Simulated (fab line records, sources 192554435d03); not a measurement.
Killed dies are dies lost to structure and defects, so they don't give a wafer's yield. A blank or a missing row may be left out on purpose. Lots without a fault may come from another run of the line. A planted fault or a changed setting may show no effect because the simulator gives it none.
One fault seen from 3 desks | flow n5_finfet | each desk has only its own numbers; what lay behind them comes last

THE TOOL OWNER'S DESK: rie_metal-03
The tool's own readings at N5_BEOL_M10_HM_OPEN_17 (chemistry Cl2/BCl3, target TiN, target depth 20 nm, overetch 6 nm): means of the sampled wafers that have a number, for each lot that ran on this tool. A lot is out of limits, marked OUT, if its mean lies more than 4 standard deviations from the usual mean; the brackets give that distance.
Columns: A = drypump_motor_current_A at N5_BEOL_M10_HM_OPEN_17, usual 5.79 A; B = mfc_cl2_sccm at N5_BEOL_M10_HM_OPEN_17, usual 53.26 sccm; C = oes_product_au at N5_BEOL_M10_HM_OPEN_17, usual 0.64 a.u.; D = throttle_valve_pct at N5_BEOL_M10_HM_OPEN_17, usual 22.14 %
lot  | first seen here | A    | B     | C    | D
L688 | day 14 21:22    | 5.66 | 53.09 | 0.61 | 22.16
L689 | day 15 21:57    | 5.73 | 53.27 | 0.63 | 21.85
L693 | day 16 07:20    | 5.70 | 53.07 | 0.62 | 21.97
L701 | day 18 17:56    | 5.71 | 53.18 | 0.61 | 22.07
This desk's finding: nothing out of limits on any of the 4 lots.

THE DEFECT DESK
What the inspections along the route counted, lot by lot: means of the sampled wafers that have a number. A lot is out of limits, marked OUT, if its mean lies more than 4 standard deviations from the usual mean; the brackets give that distance.
Columns: A = raw_defect_count at N5_BEOL_M10_INSPECT_13, usual 414
lot  | first seen here | A
L688 | day 14 21:03    | 440
L689 | day 15 21:39    | 364
L693 | day 16 06:56    | 470
L694 | day 16 07:26    | 381
L697 | day 18 01:29    | 368
L701 | day 18 17:38    | 427
L700 | day 19 22:31    | 393
This desk's finding: nothing out of limits on any of the 7 lots.

THE METROLOGY DESK
What the gauges read, lot by lot, whatever tool the lot ran on: means of the sampled wafers that have a number. A lot is out of limits, marked OUT, if its mean lies more than 4 standard deviations from the usual mean; the brackets give that distance.
Columns: A = cd_nm at N5_BEOL_M10_CD_MEAS_11, usual 64.2 nm; B = M10_OVL at N5_BEOL_M10_OVL_MEAS_12, usual 0.3 nm
lot  | first seen here | A    | B
L688 | day 14 21:00    | 65.0 | 0.7
L689 | day 15 21:35    | 62.5 | 0.5
L693 | day 16 06:53    | 64.4 | -0.0
L694 | day 16 07:22    | 64.1 | 0.6
L697 | day 18 01:26    | 64.7 | -1.1
L701 | day 18 17:34    | 64.4 | 1.3
L700 | day 19 22:28    | 64.4 | 0.1
This desk's finding: nothing out of limits on any of the 7 lots.

PUT TOGETHER
The tool owner's desk saw nothing out of limits.
The defect desk saw nothing out of limits.
The metrology desk saw nothing out of limits.

WHAT THE SIMULATOR HAD PUT IN
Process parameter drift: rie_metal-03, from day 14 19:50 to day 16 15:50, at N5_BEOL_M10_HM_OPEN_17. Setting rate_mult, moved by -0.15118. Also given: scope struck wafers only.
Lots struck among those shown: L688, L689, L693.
